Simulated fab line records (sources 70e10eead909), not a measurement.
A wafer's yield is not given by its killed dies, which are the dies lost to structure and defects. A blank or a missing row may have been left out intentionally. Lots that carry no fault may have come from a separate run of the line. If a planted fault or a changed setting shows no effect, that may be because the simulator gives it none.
Matching of chambers / flow nandHarc / NHARC_A_SLIT_DEP_23 on pecvd-03 has 3 sister chambers
The step deposits SiON, target thk 100 nm. 6 wafers are shown with their chamber, then 10 later ones without.

## WAFERS PAIRED WITH THEIR CHAMBERS
wafer=L084.4; chamber=2; heaterPowerW (W)=594; rfFwdPowerW (W)=347.1
wafer=L083.2; chamber=2; heaterPowerW (W)=631; rfFwdPowerW (W)=347.9
wafer=L081.3; chamber=1; heaterPowerW (W)=824; rfFwdPowerW (W)=349.7
wafer=L081.6; chamber=0; heaterPowerW (W)=698; rfFwdPowerW (W)=349.8
wafer=L086.1; chamber=0; heaterPowerW (W)=724; rfFwdPowerW (W)=349.6
wafer=L086.3; chamber=1; heaterPowerW (W)=772; rfFwdPowerW (W)=348.5

## WAFERS WHOSE CHAMBER IS MISSING
wafer=L086.5; heaterPowerW (W)=784; rfFwdPowerW (W)=348.0
wafer=L090.1; heaterPowerW (W)=704; rfFwdPowerW (W)=347.9
wafer=L090.2; heaterPowerW (W)=671; rfFwdPowerW (W)=349.1
wafer=L090.6; heaterPowerW (W)=730; rfFwdPowerW (W)=348.9
wafer=L093.3; heaterPowerW (W)=703; rfFwdPowerW (W)=348.6
wafer=L093.4; heaterPowerW (W)=718; rfFwdPowerW (W)=346.0
wafer=L093.5; heaterPowerW (W)=717; rfFwdPowerW (W)=348.1
wafer=L096.2; heaterPowerW (W)=762; rfFwdPowerW (W)=349.7
wafer=L096.3; heaterPowerW (W)=711; rfFwdPowerW (W)=349.3
wafer=L096.4; heaterPowerW (W)=699; rfFwdPowerW (W)=349.1

## WHICH CHAMBER EACH ONE RAN IN
wafer=L086.5; from the rows above=can't be placed: 1 or 0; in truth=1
wafer=L090.1; from the rows above=can't be placed: 0 or 2 or 1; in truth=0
wafer=L090.2; from the rows above=can't be placed: 0 or 2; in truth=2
wafer=L090.6; from the rows above=can't be placed: 0 or 1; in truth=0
wafer=L093.3; from the rows above=can't be placed: 0 or 1 or 2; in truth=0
wafer=L093.4; from the rows above=can't be placed: 2 or 1 or 0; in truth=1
wafer=L093.5; from the rows above=can't be placed: 0 or 1 or 2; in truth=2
wafer=L096.2; from the rows above=can't be placed: 1 or 0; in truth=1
wafer=L096.3; from the rows above=0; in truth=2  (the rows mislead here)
wafer=L096.4; from the rows above=0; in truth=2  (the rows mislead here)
Correct placement for 0 of the 10. These rows do not allow placing 8 (true chamber among the candidates in 8). Number placed wrongly: 2.
How it was worked out, from the rows above alone: a wafer's distance from a chamber is the root of the sum, over the readings, of the square of ((its reading less the chamber's mean) divided by the reading's scatter). If the next closest chamber is less than 2 further off than the closest, the wafer can't be placed; otherwise it belongs to the closest. The mean given for a chamber averages the wafers shown for that chamber. The scatter: the root of (the sum of the squares of (reading less its chamber's mean) over the shown wafers, divided by (wafers less chambers)).
